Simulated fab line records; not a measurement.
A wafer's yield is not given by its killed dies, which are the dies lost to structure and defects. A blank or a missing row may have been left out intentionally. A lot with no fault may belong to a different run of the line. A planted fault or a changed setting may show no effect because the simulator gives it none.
A lot that was struck, set against a sound lot | flow nandHarc | 15 out of 1302 route steps
Sound: the wafers L735.1, L735.4, L735.5. Struck: wafers L741.2, L741.3 (left out: L741.6, a lot-mate that was not struck); the cause follows at the end.
Order at every step that has rows: each side's tool, ch and its chambers, its first start. Under that, the readings that differ: sound wafers | struck wafers | difference of the means | sigmas: that difference in standard deviations of wafers without a fault.
alike: readings whose means differ by less than 2 such deviations, and words and numbers that are the same on both sides. not compared: withheld readings, readings that some wafer has no value for, bounds like >300 that may hide the same value, and numbers for which the record gives no deviation and whose values overlap.
Wherever a step has rows on one side only, a row that says differs or no value, or a row with sigmas, the two part there. When numbers do not overlap yet have no deviation, they are printed without sigmas and do not part them. A reading that every wafer of one side lacks parts them only if that side has two wafers or more.

NHARC_A_CHANNEL_HOLE_D1_ETCH_19: etches the open film in C4F8/O2/Ar, time 34.5 s.
  sound on harEtch-02 ch 0,1, day 11 13:01; struck on harEtch-02 ch 0,1, day 13 17:55
  alike: drypumpMotorCurrentA, runLengthS, showerheadPlenumPTorr, throttleValvePct
  not compared: rfHoursCounterH
then, 1 step without rows for these wafers: NHARC_A_CHANNEL_HOLE_D1_ETCH_20 (etches the open film in C4F8/O2/Ar, time 361.9 s, target depth 1600 nm).
NHARC_A_CHANNEL_HOLE_D1_ETCH_21: etches the open film in C4F8/O2/Ar, time 514.3 s, target depth 1600 nm.
  sound on harEtch-02 ch 0,1, day 11 13:26; struck on harEtch-02 ch 0,1, day 13 18:23
  alike: drypumpMotorCurrentA, showerheadPlenumPTorr, throttleValvePct
  not compared: rfHoursCounterH, runLengthS
NHARC_A_CHANNEL_HOLE_D1_ETCH_22: etches the open film in C4F8/O2/Ar, time 666.7 s, target depth 1600 nm.
  sound on harEtch-02 ch 0,1, day 11 13:53; struck on harEtch-02 ch 0,1, day 13 18:52
  alike: drypumpMotorCurrentA, showerheadPlenumPTorr, throttleValvePct
  not compared: rfHoursCounterH, runLengthS
NHARC_A_CHANNEL_HOLE_D1_ETCH_23: etches the open film in C4F8/O2/Ar, time 819 s, target depth 1600 nm.
  sound on harEtch-02 ch 0,1, day 11 14:27; struck on harEtch-02 ch 0,1, day 13 19:27
  alike: drypumpMotorCurrentA, showerheadPlenumPTorr, throttleValvePct
  not compared: rfHoursCounterH, runLengthS
then, 2 steps without rows for these wafers: NHARC_A_CHANNEL_HOLE_D1_ETCH_24 (etches the open film in C4F8/O2/Ar, time 906.2 s, target depth 1500 nm); NHARC_A_CHANNEL_HOLE_D1_ETCH_25 (etches the open film in C4F8/O2/Ar, time 1040.2 s, target depth 1500 nm).
NHARC_A_CHANNEL_HOLE_D1_ETCH_26: etches the open film in C4F8/O2/Ar, time 224.1 s, target depth 300 nm.
  sound on harEtch-02 ch 0,1, day 11 16:47; struck on harEtch-02 ch 0,1, day 13 21:42
  alike: drypumpMotorCurrentA, showerheadPlenumPTorr, throttleValvePct
  not compared: rfHoursCounterH, runLengthS
then, 4 steps without rows for these wafers: NHARC_A_CHANNEL_HOLE_D1_ETCH_33 (etches the open film in C4F8/O2/Ar, time 90 s, target depth 400 nm); NHARC_A_CHANNEL_HOLE_D1_STRIP_41 (strips in N2/H2); NHARC_A_CHANNEL_HOLE_D1_STRIP_42 (strips in CF4/CHF3); NHARC_A_CHANNEL_HOLE_D1_STRIP_43 (strips in O2/COS).
NHARC_A_CHANNEL_HOLE_D1_ETCH_44: etches the open film in CF4/O2, target depth 140 nm, overetch 14 nm, time 77 s.
  sound on rieDiel-01 ch 2,3, day 11 17:44; struck on rieDiel-11 ch 1,3, day 13 22:37
reading        | sound             | struck    | difference                    | sigmas
biasW (W)      | 99.78 99.85 99.95 | - -       | no value on the struck wafers | 
runLengthS (s) | 97.5 99.1 98.8    | 88.6 88.4 | -10.0                         | -24
  alike: drypumpMotorCurrentA, oesProductAu, rfVppV, showerheadPlenumPTorr, throttleValvePct
  not compared: rfHoursCounterH
then, 1 step without rows for these wafers: NHARC_A_CHANNEL_HOLE_D1_STRIP_27 (strips in O2).
-- record jumps: 15 days between struck wafers' starts before vs after; left off in module A_CHANNEL_HOLE_D1, resumes in module END, first step shown is number 1302 of the route --
NHARC_END_SORT_01:
  at this point the record logs the struck wafers (prober-02 ch 0, day 29 06:14) and has no rows for the sound ones

== WHERE THEY PART ==
First at NHARC_A_CHANNEL_HOLE_D1_ETCH_44; last, within this record, at NHARC_END_SORT_01.

WHY: the cause the simulator had injected
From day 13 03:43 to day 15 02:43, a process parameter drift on rieDiel-11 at NHARC_A_CHANNEL_HOLE_D1_ETCH_44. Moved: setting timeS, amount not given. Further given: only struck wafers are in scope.
